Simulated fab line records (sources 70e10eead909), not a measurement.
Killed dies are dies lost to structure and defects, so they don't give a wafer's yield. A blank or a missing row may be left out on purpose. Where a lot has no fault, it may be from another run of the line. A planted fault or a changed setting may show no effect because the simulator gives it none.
fab line records	flow nand-harc
record: lots: 13	wafers: 39	last-day: 25
route steps=1159 shown P_BONDPAD@372 A_START@389 A_ONON_D1@426 END@1159
lots that met no fault: taken from a fault-free run of the same line
start-h: hours from the record's opening day to when the first of the lot's shown wafers began	wait-h: how many hours have passed since the lot's step before this one	" unchanged from the row above	L1.1+2: one row covering several wafers at once	- value missing, or start not given	* or withheld: withheld	< > ~ a bound
route shown NAME@n: a module of which the file shows steps, and the number in the route of the first	usual: average and standard deviation across the fault-free wafers	same: alike in all rows	chamber/n: place in a boat	sites: each site's reading	_std_site: their standard deviation	_edge_site: inner sites' mean taken away from outer sites' mean	radius-mm: for every site, how far away it sits from the centre of the wafer	mask NAME#n: copy n	behind: the last tool/chamber to shape the wafer	hold: reason for holding the lot/hours on hold/outcome of the hold	device: the n, p or np transistor that did not switch	end of line: the same wafers' tests at the end of the route	where a step has no rows: the recipe by itself	killed: dies lost to structure and defects at the first sort, not the wafer's yield	map: dies across one wafer; x = killed, . = not, _ = none there
set.NAME: the run value of the setting; set.NAME@STEP: its run value at that earlier step	model.NAME: the simulator's own value behind a step, which no gauge read
steps of the route over a sample of lots; a table a step, a row a wafer
services: when a tool's chamber went out of use (start-h, in hours from the record's first day, below 0 if earlier), for how many hours, and the reason
== steps ==
step: NHARC_P_BONDPAD_ETCH_24
recipe: target-depth-a: 300	over-etch-frac: 0.3	time-s: 72.99	ion-energy-ev: 150	cf4-flow-sccm: 50	n2-flow-sccm: 100	ar-flow-sccm: 150	rf-w: 300	bias-w: 100	chemistry: CF4/N2
usual: drypump-motor-current-A: 5.5/0.37	oes-product-au: 0.997/0.011	rf-vpp-V: 313.1/2	showerhead-plenum-p-Torr: 2.57/0.11	throttle-valve-pct: 19.794/0.0089
lot.wafer	tool	chamber	start-h	wait-h	drypump-motor-current-A	oes-product-au	rf-hours-counter-h	rf-vpp-V	showerhead-plenum-p-Torr	throttle-valve-pct
L262.4	rie-diel-05	1	-	-	5.7	0.983	48	311.2	2.52	19.789
L262.3	"	3	"	"	5.8	0.998	52	310.5	2.45	19.786
L262.5	"	2	"	"	5.3	0.988	-	314.3	2.62	19.793
L263.2	rie-diel-12	0	142.13	0.2	5.7	0.984	10	310.8	2.48	19.798
L263.4	"	3	"	"	5.0	1.001	-	312.2	2.53	19.794
L263.5	"	0	"	"	5.7	0.987	-	309.5	2.48	19.785
L265.1	rie-diel-12	1	146.29	0.2	5.1	0.991	10	311.9	2.54	19.800
L265.4	"	1	"	"	5.2	0.987	-	312.4	2.54	19.786
L265.5	"	0	"	"	5.7	0.992	-	311.8	2.48	19.780
L266.4	rie-diel-05	1	-	-	5.7	0.968	54	311.0	2.52	19.792
L266.1	"	2	"	"	5.3	0.979	58	314.3	2.62	19.793
L266.3	"	0	"	"	5.7	1.002	57	310.9	2.49	19.776
L268.2	rie-diel-12	0	-	-	5.7	0.998	12	311.5	2.48	19.782
L268.5	"	2	"	"	6.2	1.004	-	316.6	2.77	19.792
L268.6	"	3	"	"	5.0	1.004	-	313.1	2.53	19.800
L269.2	rie-diel-12	0	175.84	0.2	5.7	0.995	13	310.4	2.48	19.786
L269.6	"	2	"	"	6.1	0.990	-	317.5	2.77	19.786
L269.4	"	0	"	"	5.7	0.988	-	312.0	2.48	19.805
L270.1	rie-diel-12	1	180.72	0.2	5.2	0.985	13	313.6	2.54	19.807
L270.2	"	0	"	"	5.7	0.989	14	312.3	2.48	19.788
L270.6	"	0	"	"	5.7	0.986	-	312.5	2.48	19.802
L272.4	rie-diel-05	1	-	-	5.8	0.978	6	313.5	2.52	19.797
L272.1	"	2	"	"	5.3	0.990	6	315.3	2.62	19.778
L272.3	"	3	"	"	5.8	0.993	5	318.0	2.84	19.788
L276.1	rie-diel-05	0	204.51	0.1	5.7	0.996	13	311.7	2.49	19.799
L276.3	"	1	"	"	5.7	0.983	14	312.5	2.51	19.783
L276.6	"	0	"	"	5.7	0.997	-	311.1	2.49	19.786
L281.1	rie-diel-05	0	-	-	5.7	0.996	29	313.1	2.48	19.796
L281.3	"	1	"	"	5.7	0.990	31	312.4	2.51	19.783
L281.5	"	1	"	"	5.7	0.984	-	312.4	2.50	19.811
L285.2	rie-diel-12	3	-	-	5.0	0.998	7	311.4	2.53	19.774
L285.1	"	0	"	"	5.7	1.011	7	311.6	2.47	19.804
L285.6	"	3	"	"	5.0	1.016	-	312.9	2.53	19.796
L283.3	rie-diel-05	1	-	-	5.8	0.993	42	310.8	2.50	19.801
L283.1	"	3	"	"	5.8	1.000	40	317.3	2.82	19.795
L283.5	"	2	"	"	5.4	1.007	-	313.6	2.61	19.795
L284.2	rie-diel-12	2	-	-	6.2	1.001	8	316.5	2.77	19.794
L284.4	"	3	"	"	5.0	1.017	8	313.9	2.53	19.796
L284.5	"	2	"	"	6.2	0.998	-	315.5	2.76	19.785
step: NHARC_A_START_INSPECT_01
usual: raw-defect-count: 3.4/1.8
lot.wafer	tool	chamber	start-h	wait-h	raw-defect-count
L262.3	defect-inspect-01	-	137.84	-	4
L262.4	"	-	"	"	3
L262.5	"	-	"	"	4
L263.2	defect-inspect-01	-	144.66	-	0
L263.4	"	-	"	"	5
L263.5	"	-	"	"	2
L265.1	defect-inspect-02	-	148.78	-	4
L265.4	"	-	"	"	7
L265.5	"	-	"	"	4
L266.1	defect-inspect-02	-	156.87	-	3
L266.3	"	-	"	"	3
L266.4	"	-	"	"	2
L268.2	defect-inspect-01	-	169.10	-	4
L268.5	"	-	"	"	2
L268.6	"	-	"	"	3
L269.2	defect-inspect-01	-	178.35	-	6
L269.4	"	-	"	"	4
L269.6	"	-	"	"	3
L270.1	defect-inspect-02	-	183.65	-	3
L270.2	"	-	"	"	5
L270.6	"	-	"	"	2
L272.1	defect-inspect-02	-	188.55	-	5
L272.3	"	-	"	"	1
L272.4	"	-	"	"	6
L276.1	defect-inspect-01	-	207.39	-	3
L276.3	"	-	"	"	0
L276.6	"	-	"	"	0
L281.1	defect-inspect-02	-	243.53	-	2
L281.3	"	-	"	"	3
L281.5	"	-	"	"	3
L285.1	defect-inspect-01	-	267.32	-	4
L285.2	"	-	"	"	4
L285.6	"	-	"	"	4
L283.1	defect-inspect-01	-	268.02	-	1
L283.3	"	-	"	"	4
L283.5	"	-	"	"	5
L284.2	defect-inspect-02	-	273.53	-	4
L284.4	"	-	"	"	3
L284.5	"	-	"	"	2
step: NHARC_A_ONON_D1_DEP_03
recipe: target-thk-a: 10000	n2-flow-sccm: 2750	n2o-flow-sccm: 2000	nh3-flow-sccm: 500	sih4-flow-sccm: 210	temp-c: 400
usual: sih4-flow-sccm: 210.0/0.58
lot.wafer	tool	chamber	start-h	wait-h	sih4-flow-sccm
L262.3	pecvd-onon-01	0	162.57	0.2	210.1
L262.4	"	0	"	"	209.7
L262.5	"	0	"	"	209.7
L263.2	pecvd-onon-03	0	170.77	0.1	210.2
L263.4	"	0	"	"	210.3
L263.5	"	0	"	"	211.1
L265.1	pecvd-onon-01	0	174.36	0.1	210.1
L265.4	"	0	"	"	210.0
L265.5	"	0	"	"	210.3
L266.1	pecvd-onon-01	0	183.20	0.1	209.6
L266.3	"	0	"	"	209.8
L266.4	"	0	"	"	210.5
L268.2	pecvd-onon-01	0	192.77	0.1	209.8
L268.5	"	0	"	"	209.9
L268.6	"	0	"	"	209.5
L269.2	pecvd-onon-03	0	202.23	0.1	211.0
L269.4	"	0	"	"	210.4
L269.6	"	0	"	"	210.9
L270.1	pecvd-onon-03	0	207.15	0.1	208.9
L270.2	"	0	"	"	210.2
L270.6	"	0	"	"	209.1
L272.1	pecvd-onon-01	0	211.62	0.1	209.4
L272.3	"	0	"	"	210.7
L272.4	"	0	"	"	210.5
L276.1	pecvd-onon-03	0	231.10	0.1	210.3
L276.3	"	0	"	"	209.9
L276.6	"	0	"	"	209.3
L281.1	pecvd-onon-02	0	268.07	0.1	211.1
L281.3	"	0	"	"	210.7
L281.5	"	0	"	"	210.7
L285.1	pecvd-onon-01	0	291.70	0.1	209.7
L285.2	"	0	"	"	208.8
L285.6	"	0	"	"	209.2
L283.1	pecvd-onon-02	0	291.71	0.1	210.0
L283.3	"	0	"	"	209.8
L283.5	"	0	"	"	209.0
L284.2	pecvd-onon-01	0	302.53	1.0	211.0
L284.4	"	0	"	"	210.4
L284.5	"	0	"	"	210.3
step: NHARC_A_ONON_D1_THK_MEAS_05
recipe: thk-meas-gauge: ellipsometry
usual: thk-nm: 1001/13
lot.wafer	tool	chamber	start-h	wait-h	thk-nm
L262.3	film-metro-01	-	162.97	-	992
L262.4	"	-	"	"	993
L262.5	"	-	"	"	992
L263.2	film-metro-01	-	171.22	-	991
L263.4	"	-	"	"	990
L263.5	"	-	"	"	993
L265.1	film-metro-01	-	174.88	-	1009
L265.4	"	-	"	"	1009
L265.5	"	-	"	"	1009
L266.1	film-metro-01	-	183.71	-	1000
L266.3	"	-	"	"	1002
L266.4	"	-	"	"	1002
L268.2	film-metro-01	-	193.24	-	970
L268.5	"	-	"	"	969
L268.6	"	-	"	"	969
L269.2	film-metro-01	-	202.68	-	1003
L269.4	"	-	"	"	1002
L269.6	"	-	"	"	1005
L270.1	film-metro-01	-	207.65	-	1006
L270.2	"	-	"	"	1007
L270.6	"	-	"	"	1005
L272.1	film-metro-01	-	212.12	-	995
L272.3	"	-	"	"	996
L272.4	"	-	"	"	995
L276.1	film-metro-01	-	231.62	-	1015
L276.3	"	-	"	"	1017
L276.6	"	-	"	"	1015
L281.1	film-metro-01	-	268.58	-	980
L281.3	"	-	"	"	1532
L281.5	"	-	"	"	980
L285.1	film-metro-01	-	292.21	-	982
L285.2	"	-	"	"	979
L285.6	"	-	"	"	981
L283.1	film-metro-02	-	292.22	-	1005
L283.3	"	-	"	"	1556
L283.5	"	-	"	"	1005
L284.2	film-metro-02	-	302.99	-	1006
L284.4	"	-	"	"	1004
L284.5	"	-	"	"	1007
step: NHARC_END_SORT_01
recipe: temp-c: 25
usual: killed-at-array: 28/11	killed-at-other: 0.7/1.1	killed-at-periphery: 2.9/2	killed-dies: 32/11	killed-open: 3.2/1.8	killed-short: 2.0/1.4
same: gross-dies: 677
lot.wafer	tool	chamber	start-h	wait-h	killed-at-array	killed-at-other	killed-at-periphery	killed-dies	killed-open	killed-short
L281.1	prober-01	0	547.89	2.5	12	1	3	16	2	1
L281.3	prober-01	0	549.49	3.1	675	2	0	677	1	5
L281.5	prober-01	0	551.09	3.7	20	0	5	25	6	1
L283.1	prober-02	0	586.78	2.5	18	0	2	20	2	3
L283.3	prober-02	0	588.39	3.1	674	0	3	677	4	3
L283.5	prober-02	0	590.00	3.7	22	0	1	23	3	5
killed by level:class
L281.1 A_CHANNEL_HOLE_D1:chamber-film-flake=4 A_STAIRCASE:chamber-film-flake=3 A_CONTACT:chamber-film-flake=2 P_M0:geometric-particle:open=1 A_WL_FILL:geometric-particle:short=1 A_CONTACT:geometric-particle:open=1 P_ZERO_WELL:chamber-film-flake=1 P_GATE:chamber-film-flake=1
L281.3 A_ONON_D1:area-dep=658 A_WL_FILL:chamber-film-flake=4 A_CHANNEL_HOLE_D1:chamber-film-flake=2 A_CONTACT:chamber-film-flake=2 THIN_TSV:chamber-film-flake=2 A_SOURCE_PLATE:geometric-particle:open=1 A_ONON_D1:geometric-particle:short=1 A_CHANNEL_HOLE_D1:geometric-particle:short=1
L281.5 A_CHANNEL_HOLE_D1:chamber-film-flake=5 A_WL_FILL:chamber-film-flake=4 A_M0:chamber-film-flake=4 A_SOURCE_PLATE:geometric-particle:open=3 P_GATE:chamber-film-flake=2 A_CONTACT:chamber-film-flake=2 P_CONTACT:geometric-particle:open=1 P_M0:geometric-particle:open=1
L283.1 A_CHANNEL_HOLE_D1:chamber-film-flake=7 A_CONTACT:chamber-film-flake=6 P_M1:geometric-particle:open=1 A_CHANNEL_FILL_D1:geometric-particle:short=1 A_WL_FILL:geometric-particle:short=1 A_WL_FILL:geometric-particle:open=1 A_M0:geometric-particle:short=1 P_GATE:chamber-film-flake=1
L283.3 A_ONON_D1:area-dep=657 A_CHANNEL_HOLE_D1:chamber-film-flake=3 A_CONTACT:chamber-film-flake=3 A_WL_FILL:geometric-particle:short=2 P_M0:geometric-particle:open=1 A_SOURCE_PLATE:geometric-particle:open=1 A_SGD_CUT:geometric-particle:open=1 A_SGD_CUT:geometric-particle:short=1
L283.5 A_CHANNEL_HOLE_D1:chamber-film-flake=7 A_CHANNEL_FILL_D1:chamber-film-flake=4 A_CONTACT:chamber-film-flake=4 A_ONON_D1:geometric-particle:short=2 P_M1:geometric-particle:open=1 A_CHANNEL_HOLE_D1:geometric-particle:short=1 A_WL_FILL:geometric-particle:short=1 A_CONTACT:geometric-particle:open=1
== services ==
tool	chamber	start-h	hours	kind
pecvd-onon-02	-	111.51	13.0	pm
rie-diel-12	2	132.33	21.0	repair
rie-diel-12	0	132.40	-	clean
rie-diel-12	1	132.40	-	clean
rie-diel-12	3	132.40	-	clean
pecvd-onon-03	-	153.40	13.0	pm
rie-diel-12	0	156.95	-	clean
rie-diel-12	1	156.95	-	clean
rie-diel-12	2	156.95	-	clean
rie-diel-12	3	156.95	-	clean
rie-diel-05	-	163.60	9.0	pm
rie-diel-12	3	173.07	15.7	repair
rie-diel-12	0	181.45	-	clean
rie-diel-12	1	181.45	-	clean
rie-diel-12	2	181.45	-	clean
pecvd-onon-01	-	195.00	13.0	pm
rie-diel-12	-	202.43	9.0	pm
rie-diel-12	0	202.43	9.0	vent-cycle
rie-diel-05	2	203.27	8.7	repair
pecvd-onon-02	-	289.50	0.5	repair
pecvd-onon-02	-	292.62	13.0	pm
rie-diel-12	-	295.60	0.4	repair
pecvd-onon-03	-	298.80	4.6	repair
rie-diel-12	1	300.57	6.0	repair
== key ==
first-sign: step: NHARC_A_ONON_D1_THK_MEAS_05	reading: thk-nm	direction: up	sigmas: 42	usual: 1001	struck: 1544
effect: step: NHARC_END_SORT_01	reading: killed-at-array	direction: up	sigmas: 59	usual: 28	struck: 674
more-kills-born-at: NHARC_A_ONON_D1_DEP_03@pecvd-onon-02: 1315
met-at NHARC_A_ONON_D1_DEP_03
struck-lots L281,L283
struck-wafers L281.3,L283.3
later-rows-left-out L281.3,L283.3
tester-left-out L281,L283
not-acting-at NHARC_P_BONDPAD_ETCH_24,NHARC_A_START_INSPECT_01
fault: kind: process-parameter-drift	tool: pecvd-onon-02	chamber: -	onset-h: 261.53	steps: NHARC_A_ONON_D1_DEP_03	channel: target-thk-a	offset: *	shape: step	end-h: 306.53	scope: struck-wafers-only	acts-in: *	stated: *
tester-left-out: of these lots the tester's yield and bins aren't shown, on N5 and GAA mostly nor the transistor test; their killed dies are dies lost to structure and defects alone, not to doping, threshold or leakage, so they don't give the yield
later-rows-left-out: the simulator's readings of these wafers behind a module that went badly wrong aren't trusted and aren't shown, but for the sort
